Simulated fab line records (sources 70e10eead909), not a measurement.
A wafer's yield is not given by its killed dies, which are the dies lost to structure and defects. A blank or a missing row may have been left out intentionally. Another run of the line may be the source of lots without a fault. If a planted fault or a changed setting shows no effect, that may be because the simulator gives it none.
Which tool was responsible? | flow nandHarc | 13 lots, 39 wafers sampled, at 4 steps of a route of 1302

## WHAT THE GAUGES SHOWED, per wafer
The record holds no reading of a measuring or inspecting step that can be judged against a usual standard deviation.

## WHICH TOOL RAN EACH LOT (tool, then ch and the chambers of the sampled wafers, then the start)
lot  | NHARC_P_GATE_STRIP_76               | NHARC_P_GATE_RTA_64             | NHARC_P_GATE_PRE_CLEAN_110  | NHARC_P_GATE_RTA_82
L300 | plasmaAsher-01 ch 0,1, day 5 20:13  | rtpAnneal-01 ch 0, day 5 22:50  | pvdSputter-03, day 5 23:09  | rtpAnneal-01 ch 0, day 5 23:53
L299 | plasmaAsher-01 ch 0,1, day 5 20:50  | rtpAnneal-02 ch 0, day 5 23:37  | pvdSputter-03, day 5 23:55  | rtpAnneal-01 ch 0, day 6 00:41
L301 | plasmaAsher-01 ch 0,1, day 6 16:19  | rtpAnneal-02 ch 0, day 6 18:54  | pvdSputter-02, day 6 19:16  | rtpAnneal-02 ch 0, day 6 19:58
L302 | plasmaAsher-01 ch 0,1, day 7 06:41  | rtpAnneal-02 ch 0, day 7 09:28  | pvdSputter-03, day 7 09:47  | rtpAnneal-02 ch 0, day 7 10:33
L303 | plasmaAsher-01 ch 0,1, day 7 07:00  | rtpAnneal-01 ch 0, day 7 10:11  | pvdSputter-02, day 7 10:33  | rtpAnneal-01 ch 0, day 7 11:16
L304 | plasmaAsher-02 ch 0,1, day 7 13:22  | rtpAnneal-01 ch 0, day 7 16:04  | pvdSputter-02, day 7 16:27  | rtpAnneal-02 ch 0, day 7 17:10
L312 | plasmaAsher-01 ch 0,1, day 11 07:20 | rtpAnneal-01 ch 0, day 11 10:05 | pvdSputter-01, day 11 10:25 | rtpAnneal-01 ch 0, day 11 11:09
L314 | plasmaAsher-02 ch 0,1, day 11 20:39 | rtpAnneal-01 ch 0, day 11 23:25 | pvdSputter-01, day 11 23:44 | rtpAnneal-01 ch 0, day 12 00:32
L313 | plasmaAsher-01 ch 0,1, day 11 21:30 | rtpAnneal-01 ch 0, day 12 00:15 | pvdSputter-03, day 12 00:36 | rtpAnneal-01 ch 0, day 12 01:19
L315 | plasmaAsher-01 ch 0, day 12 08:25   | rtpAnneal-02 ch 0, day 12 11:08 | pvdSputter-03, day 12 11:31 | rtpAnneal-01 ch 0, day 12 12:12
L317 | plasmaAsher-02 ch 0,1, day 13 03:40 | rtpAnneal-02 ch 0, day 13 06:22 | pvdSputter-02, day 13 06:44 | rtpAnneal-01 ch 0, day 13 07:26
L318 | plasmaAsher-01 ch 0,1, day 13 18:48 | rtpAnneal-01 ch 0, day 13 21:30 | pvdSputter-02, day 13 21:48 | rtpAnneal-01 ch 0, day 13 22:38
L320 | plasmaAsher-01 ch 0,1, day 14 05:38 | rtpAnneal-01 ch 0, day 14 08:21 | pvdSputter-01, day 14 08:43 | rtpAnneal-01 ch 0, day 14 09:25
- NHARC_P_GATE_STRIP_76: strips in O2.
- NHARC_P_GATE_RTA_64: time 1 s.
- NHARC_P_GATE_PRE_CLEAN_110: time 30 s.
- NHARC_P_GATE_RTA_82: time 30 s.

## AS READ BY THE TOOLS THEMSELVES (means over the sampled wafers that have a number; for cases with no such wafer, the mark the record gives instead)
NHARC_P_GATE_STRIP_76. Usual: drypumpMotorCurrentA 5.4 A, standard deviation 0.4; heaterPowerW 315 W, standard deviation 19; rfReflPowerW 29 W, standard deviation 9.4; tempC 250.00 C, standard deviation 0.18.
lot  | tool           | drypumpMotorCurrentA (A) | heaterPowerW (W) | rfReflPowerW (W) | tempC (C) | flag
L300 | plasmaAsher-01 | 5.3                      | 301              | 22               | 249.98    | 
L299 | plasmaAsher-01 | 5.3                      | 297              | 21               | 250.03    | 
L301 | plasmaAsher-01 | 5.3                      | 293              | 22               | 250.03    | 
L302 | plasmaAsher-01 | 5.3                      | 294              | 21               | 249.83    | 
L303 | plasmaAsher-01 | 5.3                      | 303              | 23               | 250.09    | 
L304 | plasmaAsher-02 | 5.3                      | 322              | 40               | 250.00    | 
L312 | plasmaAsher-01 | 5.3                      | 309              | 22               | 250.13    | 
L314 | plasmaAsher-02 | 5.2                      | 318              | 38               | 249.96    | 
L313 | plasmaAsher-01 | 5.3                      | 306              | 22               | 249.94    | 
L315 | plasmaAsher-01 | 5.3                      | 294              | 20               | 250.18    | 
L317 | plasmaAsher-02 | 5.6                      | 330              | 33               | 249.90    | 
L318 | plasmaAsher-01 | 5.3                      | 321              | 23               | 250.07    | 
L320 | plasmaAsher-01 | 5.3                      | 303              | 22               | 249.98    | 

NHARC_P_GATE_RTA_64. Usual: lampPowerPct 32 %, standard deviation 3.8; lamp_zone_4_pct 32 %, standard deviation 3.8; lamp_zone_5_pct 32 %, standard deviation 3.8; wafer_temp_C_max 1055.4, standard deviation 1.
lot  | tool         | lampPowerPct (%) | lamp_zone_4_pct (%) | lamp_zone_5_pct (%) | wafer_temp_C_max | flag
L300 | rtpAnneal-01 | 36               | 36                  | 36                  | 1056.4           | 
L299 | rtpAnneal-02 | 28               | 28                  | 28                  | 1055.8           | 
L301 | rtpAnneal-02 | 28               | 28                  | 28                  | 1054.2           | 
L302 | rtpAnneal-02 | 28               | 28                  | 28                  | 1055.8           | 
L303 | rtpAnneal-01 | 36               | 36                  | 36                  | 1055.2           | 
L304 | rtpAnneal-01 | 36               | 36                  | 36                  | 1054.4           | 
L312 | rtpAnneal-01 | 36               | 36                  | 36                  | 1056.5           | 
L314 | rtpAnneal-01 | 36               | 36                  | 36                  | 1054.7           | 
L313 | rtpAnneal-01 | 36               | 36                  | 36                  | 1055.6           | 
L315 | rtpAnneal-02 | 28               | 28                  | 28                  | 1056.1           | 
L317 | rtpAnneal-02 | 28               | 28                  | 28                  | 1055.5           | 
L318 | rtpAnneal-01 | 36               | 36                  | 36                  | 1055.2           | 
L320 | rtpAnneal-01 | 36               | 36                  | 36                  | 1054.9           | 

NHARC_P_GATE_PRE_CLEAN_110. Usual: 199.9 V for biasV, sd 1.9.
lot  | tool          | biasV (V) | flag
L300 | pvdSputter-03 | 200.8     | 
L299 | pvdSputter-03 | 198.7     | 
L301 | pvdSputter-02 | 200.8     | 
L302 | pvdSputter-03 | -         | OFF
L303 | pvdSputter-02 | -         | OFF
L304 | pvdSputter-02 | -         | OFF
L312 | pvdSputter-01 | 200.7     | 
L314 | pvdSputter-01 | 201.5     | 
L313 | pvdSputter-03 | 199.5     | 
L315 | pvdSputter-03 | 200.5     | 
L317 | pvdSputter-02 | 202.6     | 
L318 | pvdSputter-02 | 199.4     | 
L320 | pvdSputter-01 | 200.3     | 

NHARC_P_GATE_RTA_82. Usual: lampPowerPct 3.9 %, standard deviation 0.42; lamp_zone_4_pct 3.9 %, standard deviation 0.42; lamp_zone_5_pct 3.9 %, standard deviation 0.42; wafer_temp_C_max 452.3, standard deviation 0.49.
lot  | tool         | lampPowerPct (%) | lamp_zone_4_pct (%) | lamp_zone_5_pct (%) | wafer_temp_C_max | flag
L300 | rtpAnneal-01 | 4.2              | 4.2                 | 4.2                 | 452.1            | 
L299 | rtpAnneal-01 | 4.2              | 4.2                 | 4.2                 | 452.0            | 
L301 | rtpAnneal-02 | 3.3              | 3.3                 | 3.3                 | 452.6            | 
L302 | rtpAnneal-02 | 3.3              | 3.3                 | 3.3                 | 452.6            | 
L303 | rtpAnneal-01 | 4.2              | 4.2                 | 4.2                 | 451.8            | 
L304 | rtpAnneal-02 | 3.3              | 3.3                 | 3.3                 | 453.0            | 
L312 | rtpAnneal-01 | 4.2              | 4.2                 | 4.2                 | 452.1            | 
L314 | rtpAnneal-01 | 4.2              | 4.2                 | 4.2                 | 452.5            | 
L313 | rtpAnneal-01 | 4.2              | 4.2                 | 4.2                 | 452.0            | 
L315 | rtpAnneal-01 | 4.2              | 4.2                 | 4.2                 | 452.3            | 
L317 | rtpAnneal-01 | 4.2              | 4.2                 | 4.2                 | 452.0            | 
L318 | rtpAnneal-01 | 4.2              | 4.2                 | 4.2                 | 452.1            | 
L320 | rtpAnneal-01 | 4.2              | 4.2                 | 4.2                 | 452.1            | 

## THE ANSWER, worked out from the rows above alone
Rule: take the mean of a lot's wafers that have a number; if it is more than 3 standard deviations from the usual mean, the lot is off. Also off: a lot with no number at a reading for which 4 or more lots have one. All remaining lots with rows at the step are treated as sound. After the gauges, taken in route order, come the tools' own readings; for these a lot's mean is taken, as printed above. At the first step where some lot is off, the reading lying furthest off is the one used; lots without a number count as furthest.
Off, at NHARC_P_GATE_PRE_CLEAN_110 on biasV: L302, L303, L304. Without a number there: L302, L303, L304.
If a tool, at that step or one of the process steps before it, ran each lot that is off and ran no sound lot following the first of them, it fits. Not one of the candidates tried fits.

## WHAT WAS PUT IN BY THE SIMULATOR
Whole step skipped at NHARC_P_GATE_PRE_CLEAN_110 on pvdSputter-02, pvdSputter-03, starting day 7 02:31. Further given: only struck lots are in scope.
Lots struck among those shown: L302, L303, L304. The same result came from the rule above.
